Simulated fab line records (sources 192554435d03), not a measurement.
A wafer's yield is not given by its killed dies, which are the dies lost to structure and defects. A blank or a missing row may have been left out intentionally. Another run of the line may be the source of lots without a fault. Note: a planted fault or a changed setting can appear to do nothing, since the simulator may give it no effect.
fab line records    flow n5-finfet
[record] lots = 6  wafers = 18  last-day = 19
route steps=1938 shown BEOL_M14@1731
lots that met no fault: from a run of the same line without faults
start-h: the number of hours between the record's first day and the start of the first shown wafer of the lot    wait-h: hours from the lot's prior step to this one    " unchanged from the row above    L1.1+2: a row that stands for several wafers    - either no value or no given start    * or withheld: withheld    < > ~ a bound
route shown NAME@n: NAME is a module with steps in the file, n the number in the route of the first one    usual: average and standard deviation across the fault-free wafers    same: alike in all rows    chamber/n: place in a boat    sites: the reading at each site    _std_site: their standard deviation    _edge_site: the outer-site mean with the inner-site mean subtracted    radius-mm: for every site, how far away it sits from the centre of the wafer    mask NAME#n: copy n    behind: tool/chamber where the wafer was last shaped    hold: why the lot was held/for how many hours/how that ended    device: names the non-switching transistor (n, p or np)    end of line: tests run on the same wafers once the route is complete    where a step has no rows: the recipe by itself    killed: dies that structure and defects cost at the first sort, which is not the same as the wafer's yield    map: shows each die of a wafer: x if killed, . if not, _ if none is there
set.NAME: the run value of the setting; set.NAME@STEP: its run value at that earlier step    model.NAME: the simulator's own value behind a step, which no gauge read
certain route steps with their lots: each step a table, each wafer a row
services: when a tool's chamber went out of use (start-h, in hours from the record's first day, below 0 if earlier), for how many hours, and the reason
[[steps]]
[step N5_BEOL_M14_VIA_ETCH_16]
[recipe] chemistry = C4F8/O2/Ar  target = SiO2  he-inner-torr = 15  he-outer-torr = 30  target-depth-a = 12313  time-s = withheld  ion-energy-ev = 800  pressure-mtorr = 20  source-w = 1905  bias-w = 2040  Ar_flow_sccm = 400  C4F8_flow_sccm = 16  O2_flow_sccm = 12  ends = cleared
[usual] drypump-motor-current-A = 5.9/0.48  oes-product-au = 0.70/0.062  rf-vpp-V = 2223/19  showerhead-plenum-p-Torr = 3.44/0.087  throttle-valve-pct = 30.97/0.2
lot.wafer  tool         chamber  start-h  wait-h  drypump-motor-current-A  oes-product-au  rf-vpp-V  showerhead-plenum-p-Torr  throttle-valve-pct
L861.2     rie-diel-05  0        268.72   0.0     5.7                      0.71            2240      3.60                      31.07
L861.4     "            2        "        "       6.1                      0.64            2226      3.53                      31.10
L861.6     "            0        "        "       5.7                      0.71            2241      3.60                      31.08
L867.2     rie-diel-04  3        301.14   0.0     5.5                      0.77            2236      3.50                      30.93
L867.4     "            1        "        "       6.2                      0.80            2226      3.36                      30.72
L867.6     "            1        "        "       6.3                      0.80            2227      3.36                      30.73
L868.1     rie-diel-01  2        301.87   0.0     5.0                      0.81            2264      3.51                      30.54
L868.3     "            0        "        "       6.5                      0.73            2237      3.35                      30.91
L868.4     "            1        "        "       5.7                      0.65            2211      3.41                      31.11
L875.3     rie-diel-01  1        381.35   0.0     5.6                      0.64            2208      3.39                      31.15
L875.5     "            3        "        "       5.2                      0.63            2192      3.41                      31.27
L875.6     "            2        "        "       4.9                      0.77            2263      3.49                      30.57
L877.1     rie-diel-04  2        390.09   0.0     5.5                      0.59            2212      3.40                      31.31
L877.4     "            3        "        "       5.5                      0.74            2232      3.48                      30.98
L877.5     "            0        "        "       6.2                      0.74            2246      3.48                      30.73
L882.1     rie-diel-05  0        426.52   0.0     5.7                      0.67            2238      3.58                      31.12
L882.2     "            3        "        "       6.0                      0.67            2208      3.30                      31.16
L882.3     "            2        "        "       6.1                      0.86            2222      3.50                      31.05
[step N5_BEOL_M14_STRIP_63]
[recipe] chemistry = O2  power-w = 600  temp-c = 60  pressure-mtorr = 30  rf-frequency-hz = 6e+07  bias-power-w = 0  overash-fraction = 0.3  o2-flow-sccm = 225
[usual] drypump-motor-current-A = 5.9/0.48  oes-product-au = 0.78/0.069  rf-vpp-V = 3.6/0.94  showerhead-plenum-p-Torr = 2.09/0.058  throttle-valve-pct = 16.75/0.23
lot.wafer  tool         chamber  start-h  wait-h  drypump-motor-current-A  oes-product-au  rf-hours-counter-h  rf-vpp-V  showerhead-plenum-p-Torr  throttle-valve-pct
L861.2     rie-diel-05  0        -        -       5.7                      0.79            103                 4.0       2.20                      16.77
L861.4     "            2        "        "       6.0                      0.70            225                 2.7       2.16                      17.07
L861.6     "            0        "        "       5.7                      0.78            -                   3.2       2.20                      16.81
L867.2     rie-diel-04  3        -        -       5.5                      0.85            63                  3.6       2.12                      16.54
L867.4     "            1        "        "       6.2                      0.89            30                  4.6       2.04                      16.44
L867.6     "            1        "        "       6.2                      0.89            -                   2.6       2.04                      16.41
L868.1     rie-diel-01  2        -        -       5.0                      0.91            29                  3.0       2.14                      16.31
L868.3     "            0        "        "       6.5                      0.81            97                  3.9       2.03                      16.65
L868.4     "            1        "        "       5.6                      0.72            215                 2.4       2.09                      17.00
L875.3     rie-diel-01  1        -        -       5.7                      0.70            241                 4.4       2.08                      17.03
L875.5     "            3        "        "       5.2                      0.71            -                   4.5       2.08                      17.11
L875.6     "            2        "        "       5.0                      0.87            -                   4.4       2.13                      16.38
L877.1     rie-diel-04  2        -        -       5.5                      0.66            247                 3.1       2.06                      17.05
L877.4     "            3        "        "       5.5                      0.82            89                  2.7       2.11                      16.57
L877.5     "            0        "        "       6.2                      0.84            -                   5.0       2.13                      16.51
L882.1     rie-diel-05  0        -        -       5.7                      0.73            153                 3.0       2.18                      16.87
L882.2     "            3        "        "       6.0                      0.73            176                 2.8       2.00                      16.99
L882.3     "            2        "        "       6.0                      0.95            16                  3.8       2.15                      16.72
[step N5_BEOL_M14_STRIP_64]
[recipe] chemistry = O2  power-w = 600  temp-c = 60  pressure-mtorr = 30  rf-frequency-hz = 6e+07  bias-power-w = 0  overash-fraction = 0.3  o2-flow-sccm = 225
[usual] drypump-motor-current-A = 5.9/0.48  oes-product-au = 0.78/0.07  rf-vpp-V = 3.7/0.49  showerhead-plenum-p-Torr = 2.09/0.058  throttle-valve-pct = 16.75/0.23
lot.wafer  tool         chamber  start-h  wait-h  drypump-motor-current-A  oes-product-au  rf-hours-counter-h  rf-vpp-V  showerhead-plenum-p-Torr  throttle-valve-pct
L861.2     rie-diel-05  0        -        -       5.7                      0.79            103                 4.6       2.20                      16.79
L861.4     "            2        "        "       6.0                      0.70            225                 4.3       2.16                      17.06
L861.6     "            0        "        "       5.7                      0.80            -                   5.1       2.20                      16.78
L867.2     rie-diel-04  3        -        -       5.5                      0.86            63                  3.5       2.12                      16.53
L867.4     "            1        "        "       6.2                      0.88            30                  2.9       2.04                      16.42
L867.6     "            1        "        "       6.3                      0.89            -                   3.3       2.04                      16.42
L868.1     rie-diel-01  2        -        -       5.0                      0.91            29                  3.9       2.14                      16.30
L868.3     "            0        "        "       6.5                      0.81            97                  2.7       2.03                      16.64
L868.4     "            1        "        "       5.6                      0.72            215                 3.6       2.09                      16.99
L875.3     rie-diel-01  1        -        -       5.7                      0.70            241                 4.1       2.08                      17.04
L875.5     "            3        "        "       5.2                      0.70            -                   3.7       2.08                      17.06
L875.6     "            2        "        "       5.0                      0.86            -                   3.0       2.13                      16.37
L877.1     rie-diel-04  2        -        -       5.6                      0.67            247                 4.1       2.06                      17.05
L877.4     "            3        "        "       5.5                      0.82            89                  3.8       2.11                      16.59
L877.5     "            0        "        "       6.2                      0.83            -                   3.6       2.13                      16.50
L882.1     rie-diel-05  0        -        -       5.7                      0.75            153                 3.5       2.18                      16.87
L882.2     "            3        "        "       6.0                      0.74            176                 3.5       2.00                      17.00
L882.3     "            2        "        "       6.1                      0.94            16                  3.5       2.15                      16.73
[step N5_BEOL_M14_STRIP_71]
[recipe] chemistry = post-etch-residue-remover  time-s = 60  temp-c = 25  remover-ph = withheld  remover-water-wt-pct = withheld  remover-fluoride-wt-pct = withheld
[step N5_BEOL_M14_SRD_72]
[recipe] time-s = 30  temp-c = 23  rinse-liquid = diw  dry = n2-spin  spin-rpm = 1500  dry-time-s = 30
[step N5_BEOL_M14_CD_MEAS_17]
[recipe] target-cd-nm = 250  polarity = opening
[usual] cd-nm = 251.2/1.3
lot.wafer  tool       chamber  start-h  wait-h  cd-nm
L861.2     cd-sem-02  -        269.07   0.0     252.3
L861.4     "          -        "        "       252.2
L861.6     "          -        "        "       252.7
L867.2     cd-sem-01  -        301.49   0.0     251.9
L867.4     "          -        "        "       249.3
L867.6     "          -        "        "       251.7
L868.1     cd-sem-01  -        302.22   0.0     248.3
L868.3     "          -        "        "       250.2
L868.4     "          -        "        "       249.5
L875.3     cd-sem-02  -        381.70   0.0     250.6
L875.5     "          -        "        "       250.9
L875.6     "          -        "        "       250.5
L877.1     cd-sem-02  -        390.45   0.0     250.8
L877.4     "          -        "        "       249.8
L877.5     "          -        "        "       252.3
L882.1     cd-sem-03  -        426.86   0.0     249.4
L882.2     "          -        "        "       250.3
L882.3     "          -        "        "       249.5
[step N5_BEOL_M14_COAT_65]
[recipe] resist = SOC  temp-c = 250  time-s = 60  spin-rpm = 1500  resist-thk-nm = 450
[step N5_BEOL_M14_COAT_66]
[recipe] resist = SiARC  temp-c = 220  time-s = 60  spin-rpm = 1500  resist-thk-nm = 110
[step N5_BEOL_M14_COAT_22]
[recipe] spin-rpm = 2888  resist-thk-nm = 300
[step N5_BEOL_M14_EBR_24]
[recipe] solvent = PGMEA  ebr-width-mm = 1.5
[step N5_BEOL_M14_SOFTBAKE_23]
[recipe] temp-c = 130  time-s = 60
[step N5_BEOL_M14_EXPOSE_25]
[recipe] mask-id = M14  na = 0.8  source-shape = annular  sigma-inner = 0.5  sigma-outer = 0.8  polarization = unpolarized  target-cd-nm = 280  dose-mj = 26.6
[step N5_BEOL_M14_PEB_26]
[recipe] peb-temp-c = 130  peb-time-s = 90
[usual] chill-plate-temp-C = 22.99/0.1  exhaust-pa = 45.2/1  heater-power-total-W = 172.5/0.74  peb-time-s = 90/0
lot.wafer  tool            chamber  start-h  wait-h  chill-plate-temp-C  exhaust-pa  heater-power-total-W  peb-time-s
L861.2     litho-track-01  0        269.40   0.0     22.92               45.4        172.2                 90
L861.4     "               0        "        "       22.99               45.5        172.8                 90
L861.6     "               0        "        "       22.89               45.7        173.4                 90
L867.2     litho-track-03  -        301.70   0.0     -                   -           -                     -
L867.4     "               -        "        "       -                   -           -                     -
L867.6     "               -        "        "       -                   -           -                     -
L868.1     litho-track-03  -        302.43   0.1     -                   -           -                     -
L868.3     "               -        "        "       -                   -           -                     -
L868.4     "               -        "        "       -                   -           -                     -
L875.3     litho-track-01  0        382.03   0.0     22.94               44.2        173.4                 90
L875.5     "               0        "        "       23.04               44.0        171.3                 90
L875.6     "               0        "        "       22.84               43.5        171.8                 90
L877.1     litho-track-01  0        390.66   0.1     22.97               42.8        172.8                 90
L877.4     "               0        "        "       22.84               45.6        173.1                 90
L877.5     "               0        "        "       22.90               45.2        172.0                 90
L882.1     litho-track-03  0        427.08   0.1     23.04               45.4        171.0                 90
L882.2     "               0        "        "       22.76               45.2        173.6                 90
L882.3     "               0        "        "       23.06               44.4        171.7                 90
[step N5_BEOL_M14_DEVELOP_27]
[recipe] develop-time-s = 45  rinse-liquid = diw  dry = air-spin  dev-temp-c = 21
[[services]]
tool            chamber  start-h  hours  kind
rie-diel-04     2        287.32   7.5    repair
rie-diel-04     2        308.08   5.8    repair
rie-diel-05     2        313.06   5.9    repair
rie-diel-04     2        326.28   1.8    repair
rie-diel-05     2        352.26   -      clean
rie-diel-05     2        352.26   -      consumable-replace:focus-ring
rie-diel-05     2        352.26   21.1   scheduled-down
rie-diel-05     2        352.26   21.1   vent-cycle
litho-track-01  -        371.14   -      consumable-replace:filter
litho-track-03  -        386.17   -      consumable-replace:filter
rie-diel-04     2        401.84   -      clean
rie-diel-04     2        401.84   -      consumable-replace:focus-ring
rie-diel-04     2        401.84   26.5   scheduled-down
rie-diel-04     2        401.84   26.5   vent-cycle
rie-diel-01     1        406.85   -      clean
rie-diel-01     1        406.85   -      consumable-replace:focus-ring
rie-diel-01     1        406.85   20.1   scheduled-down
rie-diel-01     1        406.85   20.1   vent-cycle
rie-diel-05     -        414.47   4.0    pm
rie-diel-05     -        418.47   2.8    pm
[[key]]
[first-sign] step = N5_BEOL_M14_PEB_26  reading = tool-record  direction = missing
effect none on later readings
met-at N5_BEOL_M14_PEB_26
struck-wafers L867.2,L867.4,L867.6,L868.1,L868.3,L868.4
later-rows-left-out L867.2,L867.4,L867.6,L868.1,L868.3,L868.4
sort-left-out L867.2,L867.4,L867.6,L868.1,L868.3,L868.4
[fault] kind = skipped-step-whole  tool = litho-track-03  chamber = -  onset-h = 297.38  steps = N5_BEOL_M14_PEB_26  scope = struck-lots-only
// sort-left-out: the simulated sort isn't trusted on such a fault, so these wafers' sort isn't shown, and their yield isn't known
// later-rows-left-out: the simulator's readings of these wafers behind a module that went badly wrong aren't trusted and aren't shown, but for the sort
